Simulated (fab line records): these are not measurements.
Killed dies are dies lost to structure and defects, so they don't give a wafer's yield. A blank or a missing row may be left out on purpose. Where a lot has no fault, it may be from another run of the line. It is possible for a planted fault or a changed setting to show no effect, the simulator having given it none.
A lot that was struck, set against a sound lot :: flow n5_finfet :: 38 steps out of a route of 1938
Sound: these wafers, L299.4, L299.5, L299.6. Struck: wafer L304.1 (L304.3, L304.5, from the same lot, were not struck and are left out); the cause is given at the end.
Per side, at each step with rows, come the tool, then ch with its chambers, and then its first start. Under that, the readings that differ: sound wafers :: struck wafers :: difference of the means :: sigmas: that difference in standard deviations of wafers without a fault.
alike: readings whose means differ by less than 2 such deviations, and words and numbers that are the same on both sides. not compared: withheld readings, readings that some wafer has no value for, bounds like >300 that may hide the same value, and numbers for which the record gives no deviation and whose values overlap.
Wherever a step has rows on one side only, a row that says differs or no value, or a row with sigmas, the two part there. When numbers do not overlap yet have no deviation, they are printed without sigmas and do not part them. A reading that every wafer of one side lacks parts them only if that side has two wafers or more.

first, 9 steps without rows for these wafers: N5_BEOL_M10_PEB_26 (peb time 60 s); N5_BEOL_M10_DEVELOP_27 (develop time 30 s); N5_BEOL_M10_DESCUM_33 (chemistry O2, time 7.9 s); N5_BEOL_M10_ETCH_65 (etches SiARC in CF4, target depth 39 nm, time 65 s); N5_BEOL_M10_ETCH_66 (etches SOC in N2/H2, target depth 120 nm, overetch 24 nm, time 180 s); N5_BEOL_M10_STRIP_69 (strips in N2/H2); N5_BEOL_M10_VIA_ETCH_34 (etches SiCOH lowk in C4F6/O2, target depth 184.5 nm, time 69.2 s); N5_BEOL_M10_STRIP_73 (strips in C4F6/O2); N5_BEOL_M10_STRIP_36 (strips in N2/H2).
N5_BEOL_M10_TRENCH_ETCH_37: etches SiCOH lowk in C4F6/O2, target depth 148.83 nm, time 48 s.
  sound on rie_diel-03 ch 0,3, day 14 13:25; struck on rie_diel-03 ch 1, day 15 14:41
reading: oes_product_au (a.u.)
sound: 0.91 0.92 0.93
struck: 0.70
difference: -0.22
sigmas: -2

reading: model.etch.depth_nm (nm)
sound: 151.3 152.6 150
struck: 105
difference: -46
sigmas: 

reading: model.BEOL_M10.feature_depth_nm (nm)
sound: 151.4 152.6 150
struck: 105
difference: -46
sigmas: 

reading: model.TiN_of_BEOL_M10_HM_DEP_02.thk_nm (nm)
sound: 15.8 15.6 15.8
struck: 17.4
difference: +1.7
sigmas: 
  alike: drypump_motor_current_A, rf_vpp_V, showerhead_plenum_p_Torr, throttle_valve_pct
  not compared: rf_hours_counter_h
then, 2 steps without rows for these wafers: N5_BEOL_M10_ETCH_41 (etches SiCN in CH3F/O2, target depth 42.6 nm, time 86 s); N5_BEOL_M10_STRIP_77 (strips in N2/H2, time 10 s).
N5_BEOL_M10_OCD_MEAS_38:
  sound: ocd-01 at day 14 13:37; struck: ocd-02 at day 15 14:52
reading: trench_depth_nm (nm)
sound: 151.0 152.2 149.7
struck: 104.9
difference: -46.1
sigmas: -20
then, 13 steps without rows for these wafers: N5_BEOL_M10_HM_STRIP_39 (strips TiN in peroxide tin strip, target depth 25 nm, time 158 s); N5_BEOL_M10_SRD_40 (time 30 s); N5_BEOL_M10_PRECLEAN_42 (cleans in residue remover, time 60 s); N5_BEOL_M10_SRD_43 (time 30 s); N5_BEOL_M10_CURE_72 (cures SiCOH lowk, time 120 s); N5_BEOL_M10_DEGAS_44 (time 60 s); N5_BEOL_M10_PRE_CLEAN_45 (time 30 s); N5_BEOL_M10_ALD_74 (deposits TaN, target thk 2 nm, pulse time 2 s, purge time 3 s); N5_BEOL_M10_SURFACE_TREAT_76; N5_BEOL_M10_CVD_75 (deposits Co from CCTBA/H2, target thk 2 nm, time 138.9 s); N5_BEOL_M10_SPUTTER_48 (material Cu, target thk 12 nm, time 2 s); N5_BEOL_M10_ECD_50 (material Cu, target thk 318 nm); N5_BEOL_M10_ANNEAL_51 (time 90 s).
N5_BEOL_M10_CMP_52: polishes, stops on SiCOH lowk, t overpolish 7 s, target thk 140 nm.
  sound on cmp-02 ch 2,3, day 14 16:10; struck on cmp-02 ch 2, day 15 17:55
reading: model.Cu_of_BEOL_M10_ECD_50.thk_nm (nm)
sound: 142.8 144.2 141.4
struck: 97.4
difference: -45.4
sigmas: 
  alike: motor_current_A
N5_BEOL_M10_THK_MEAS_53: measures by xrf.
  sound: film_metro-01 at day 14 16:28; struck: film_metro-02 at day 15 18:10
reading: M10_THK (nm)
sound: 146.6 147.6 145.0
struck: 99.8
difference: -46.6
sigmas: -17
then, 2 steps without rows for these wafers: N5_BEOL_M10_PRE_CLEAN_55 (time 15 s); N5_BEOL_M10_DEP_56 (deposits SiCN from 3MS/NH3, target thk 15 nm, time 26.5 s).
N5_BEOL_M10_RS_MEAS_57: the measuring method here is four-point-probe.
  sound: film_metro-02 at day 14 16:36; struck: film_metro-02 at day 15 18:18
reading: M10_RS (ohm/sq)
sound: 0.1474 0.1460 0.1490
struck: 0.2263
difference: +0.0788
sigmas: +26
then, 5 steps without rows for these wafers: N5_BEOL_M11_ILD_DEP_00 (deposits SiCOH lowk from DEMS/porogen, target thk 308.51 nm, time 58 s); N5_BEOL_M11_CURE_71 (cures SiCOH lowk, time 240 s); N5_BEOL_M11_PECVD_70 (deposits SiO2 from TEOS/O2, target thk 20 nm, time 22.7 s); N5_BEOL_M11_HM_DEP_02 (deposits TiN, target thk 20 nm); N5_BEOL_M11_COAT_59 (time 60 s, resist thk 100 nm).
N5_BEOL_M15_RC_MEAS_101:
  sound on prober-02 ch 0, day 16 04:05; struck on prober-01 ch 0, day 17 11:04
reading: SERP_M10 (ohm/um)
sound: 3.00 2.98 2.97
struck: 4.67
difference: +1.69
sigmas: +22

reading: SERP_M10_max_site (ohm/um)
sound: 3.05 3.06 3.09
struck: 4.75
difference: +1.68
sigmas: +23

reading: SERP_M13 (ohm/um)
sound: 0.311 0.312 0.316
struck: 0.301
difference: -0.012
sigmas: -2
  alike: COMB_M11, COMB_M12, COMB_M13, COMB_M14, COMB_M14_max_site, COMB_M15, COMB_M5, COMB_M6, COMB_M7, COMB_M8, COMB_M9, SERP_M11, SERP_M12, SERP_M14, SERP_M5, SERP_M6, SERP_M7, SERP_M8, SERP_M9
N5_PASSIVATION_PROBE_49:
  sound: prober-01 at day 16 18:47; struck: prober-01 at day 18 01:50
reading: sort_bin_6_memory (%)
sound: 4.3 3.3 2.8
struck: 2.0
difference: -1.5
sigmas: -2
  alike: defect_limited_yield, killed_at_M0_to_M3, killed_at_M4_up, killed_at_contacts, killed_at_front_end, killed_at_other, killed_dies, killed_open, killed_short, sort_bin_5_function, sort_n_pass
  not compared: sort_bin_8_speed

== WHERE THEY PART ==
At N5_BEOL_M10_TRENCH_ETCH_37 first; at N5_PASSIVATION_PROBE_49 last (within this record only).

WHY: what had been put in by the simulator
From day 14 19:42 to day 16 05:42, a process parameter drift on rie_diel-03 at N5_BEOL_M10_TRENCH_ETCH_37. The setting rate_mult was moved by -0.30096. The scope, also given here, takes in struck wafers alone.
